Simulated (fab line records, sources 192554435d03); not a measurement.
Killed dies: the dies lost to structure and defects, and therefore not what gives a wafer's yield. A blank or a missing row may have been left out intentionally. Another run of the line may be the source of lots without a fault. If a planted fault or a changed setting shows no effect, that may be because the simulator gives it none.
Which of the tools did it? ; flow n5-finfet ; 12 lots, 32 wafers sampled, at 2 steps of a route of 1938

== WHAT EACH GAUGE READ, for each wafer ==
N5_BEOL_M15_OVL_MEAS_29.
lot;measured;on;M15_OVL (nm)
L890;day 12 04:38;overlay-02;12 5 7
L891;day 12 22:40;overlay-02;14 7 9
L892;day 13 00:14;overlay-02;-1 0 2
L893;day 13 06:34;overlay-02;-1 7 9
L902;day 15 07:53;overlay-02;4 5 3
L901;day 15 21:44;overlay-02;2 -1 3
L903;day 16 06:20;overlay-02;0 -1 0
L907;day 16 19:53;overlay-02;-1 2 3
L905;day 17 04:07;overlay-02;5 7
L909;day 17 08:37;overlay-02;5 6
L910;day 18 02:34;overlay-01;9 2
L913;day 18 20:52;overlay-02;-4 6

== TOOL THAT RAN EACH LOT (tool first, then ch and the chambers of the sampled wafers, then the start) ==
lot;N5_BEOL_M4_ECD_50
L890;ecd-cu-02 ch 0,1, day 8 09:38
L891;ecd-cu-01 ch 0,1, day 9 03:23
L892;ecd-cu-01 ch 0,1, day 9 10:02
L893;ecd-cu-01 ch 0,1, day 9 14:01
L902;ecd-cu-02 ch 0,1, day 11 17:35
L901;ecd-cu-02 ch 1, day 11 19:53
L903;ecd-cu-01 ch 0,1, day 12 00:44
L907;ecd-cu-01 ch 0,1, day 13 01:38
L905;ecd-cu-01 ch 0,1, day 13 01:58
L909;ecd-cu-01 ch 0,1, day 13 07:51
L910;ecd-cu-01 ch 0,1, day 14 02:16
L913;ecd-cu-01 ch 0, day 15 03:02
- N5_BEOL_M4_ECD_50: material Cu, target thk 300 nm.

== AS READ BY THE TOOLS THEMSELVES (means over the sampled wafers that have a number; for cases with no such wafer, the mark the record gives instead) ==
The record holds no such reading with a usual standard deviation.

== THE ANSWER, worked out from the rows above alone ==
Rule: usual is defined by the lots themselves. The widest of any qualifying gaps counts: lots, ordered by their means at a reading, are off when they make up no more than a third of the lots, leave a main group of 4 or more, and stand apart from it by 3 or more times the standard deviation of that group's means. If all means in a main group match to the digits the tables above print for the reading, that group is not used. Also off: a lot with no number at a reading for which 4 or more lots have one. All remaining lots with rows at the step are treated as sound. First the gauges in route order, then the tools' own readings, where a lot's mean is used as printed above. At the first step where some lot is off, the reading lying furthest off is the one used; lots without a number count as furthest.
No lot is off at any reading shown: from this, nothing can be told.

== WHAT WAS PUT IN BY THE SIMULATOR ==
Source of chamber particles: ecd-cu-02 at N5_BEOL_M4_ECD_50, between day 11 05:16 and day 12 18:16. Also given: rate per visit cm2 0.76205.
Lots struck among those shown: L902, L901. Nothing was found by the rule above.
